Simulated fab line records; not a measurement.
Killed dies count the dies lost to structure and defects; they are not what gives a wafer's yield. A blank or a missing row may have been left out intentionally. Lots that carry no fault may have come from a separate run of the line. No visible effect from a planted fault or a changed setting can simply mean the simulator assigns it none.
Split-lot trial	flow n5Finfet	21 wafers read from 7 lots, route of 1938 steps

== THE SPLIT ==
At N5_FIN_CUT_COAT_02 (resist thk 30 nm), the setting spinRpm was moved away from the recipe's 1500 rpm on 11 of the 21 wafers read, by -11.1% to +11.0%. The other wafers ran this setting at the recipe's value.

The reading is taken at the split's own step.

== THE READING ==
CAR-EUV_of_FIN_CUT_COAT_02.thkNm (the simulator's own value, which no gauge read), in nm, at N5_FIN_CUT_COAT_02 (resist thk 30 nm). There is no usual value for it anywhere in the file. The 10 wafers here that ran the recipe average 30.0 nm, standard deviation 0.06 nm.

wafer	tool, chamber at the split	spinRpm as run, rpm	against the recipe	CAR-EUV_of_FIN_CUT_COAT_02.thkNm, nm	against lot-mates on the recipe
L075.2	lithoTrack-05, 0	1594	+6.3%	29.2	-0.8
L075.5	lithoTrack-05, 0	1594	+6.3%	29.2	-0.8
L075.6	lithoTrack-05, 0	1500	recipe	30	-
L081.1	lithoTrack-03, 0	1665	+11.0%	28.6	-1.4
L081.2	lithoTrack-03, 0	1500	recipe	30	-
L081.5	lithoTrack-03, 0	1665	+11.0%	28.4	-1.6
L084.2	lithoTrack-05, 0	1500	recipe	30	-
L084.3	lithoTrack-05, 0	1374	-8.4%	31.4	+1.4
L084.6	lithoTrack-05, 0	1374	-8.4%	31.2	+1.2
L086.2	lithoTrack-05, 0	1500	recipe	30	-
L086.6	lithoTrack-05, 0	1500	recipe	30	-
L086.3	lithoTrack-05, 0	1500	recipe	29.8	-
L090.2	lithoTrack-01, 0	1398	-6.8%	31	+1.0
L090.5	lithoTrack-01, 0	1500	recipe	30	-
L090.6	lithoTrack-01, 0	1398	-6.8%	31.2	+1.2
L091.2	lithoTrack-01, 0	1500	recipe	30	-
L091.3	lithoTrack-01, 0	1381	-7.9%	31.2	+1.2
L091.5	lithoTrack-01, 0	1381	-7.9%	31.4	+1.4
L097.1	lithoTrack-05, 0	1333	-11.1%	31.8	+1.8
L097.2	lithoTrack-05, 0	1500	recipe	30	-
L097.4	lithoTrack-05, 0	1500	recipe	30	-

THE FIT
A straight line over all 21 wafers: CAR-EUV_of_FIN_CUT_COAT_02.thkNm changes by -0.149 nm for each +1% of spinRpm; r = -0.99; the points scatter about the line by 0.11 nm.
The same after taking each lot's own level away (the mean of its wafers on the recipe; 21 wafers): -0.148 nm for each +1%; r = -0.99; scatter 0.097 nm.
The reading moves by 1.7 nm for the largest change in spinRpm, on that fit.
The lots' own levels span 29.93 to 30.00 nm, that is 1.1 times the standard deviation above.
Hence the lot-to-lot level has little effect on the slope; both slopes agree.
Check: +1.69 nm against its lot-mates is what the line predicts for one of the wafers moved furthest among these (-11.1%) when that wafer is left out of the fit. Against them it came out at +1.8 nm.

== ADDITIONAL SPLITS CARRIED BY THESE WAFERS ==
Other splits were also applied to these wafers ahead of the reading. Each is held against what the fit with the lots' levels taken away leaves over:
other split on the same wafers	wafers away from the commonest value	r with CAR-EUV_of_FIN_CUT_COAT_02.thkNm (lot level and that fit taken away)
N5_WELL_APT_COAT_02 spinRpm	11	+0.10
N5_WELL_APT_EXPOSE_05 doseMj	5	+0.18
N5_FIN_SAQP_EXPOSE_13 doseMj	9	+0.06

== THE FILE'S OWN FIT ==
CAR-EUV_of_FIN_CUT_COAT_02.thkNm changes by -0.151 nm for each +1% of spinRpm, r = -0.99.
